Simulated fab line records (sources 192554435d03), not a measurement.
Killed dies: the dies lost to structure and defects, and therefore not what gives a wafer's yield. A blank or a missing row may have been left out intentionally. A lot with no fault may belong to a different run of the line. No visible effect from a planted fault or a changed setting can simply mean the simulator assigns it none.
Matching of chambers ; flow n5_finfet ; N5_DUMMY_GATE_ETCH_31 on rie_diel-03 has 4 sister chambers
The step etches SiO2 in C4F6/O2, target depth 82.5 nm, time 27.5 s. 8 wafers are shown with their chamber, then 8 later ones without.

## WAFERS WITH THEIR CHAMBER
wafer;chamber;rf_vpp_V (V);drypump_motor_current_A (A)
L086.4;0;684;5.6
L086.5;3;637;6.0
L089.4;0;684;5.6
L089.6;3;638;6.0
L091.1;1;666;4.9
L091.3;2;673;5.6
L091.6;1;664;4.9
L094.1;2;673;5.7

## WAFERS WITH NO CHAMBER GIVEN
wafer;rf_vpp_V (V);drypump_motor_current_A (A)
L094.4;665;4.9
L094.5;666;4.9
L095.1;673;5.6
L095.3;665;4.9
L095.5;638;6.0
L097.2;665;4.9
L097.3;685;5.5
L097.5;665;4.9

## WHICH CHAMBER EACH WENT THROUGH
wafer;from the rows above;in truth
L094.4;1;1
L094.5;1;1
L095.1;2;2
L095.3;1;1
L095.5;3;3
L097.2;1;1
L097.3;0;0
L097.5;1;1
Placed correctly: 8 of 8. Not placeable from these rows: 0. Number placed wrongly: 0.
How it was worked out, from the rows above alone: a wafer's distance from a chamber is the root of the sum, over the readings, of the square of ((its reading less the chamber's mean) divided by the reading's scatter). The wafer belongs to the nearest chamber; if the next one is less than 2 further off, it can't be placed. A chamber's mean is the mean of its shown wafers. How the scatter is found: for the shown wafers, subtract from each reading the mean of its chamber, square and add these, divide the total by (wafers less chambers), then take the root.
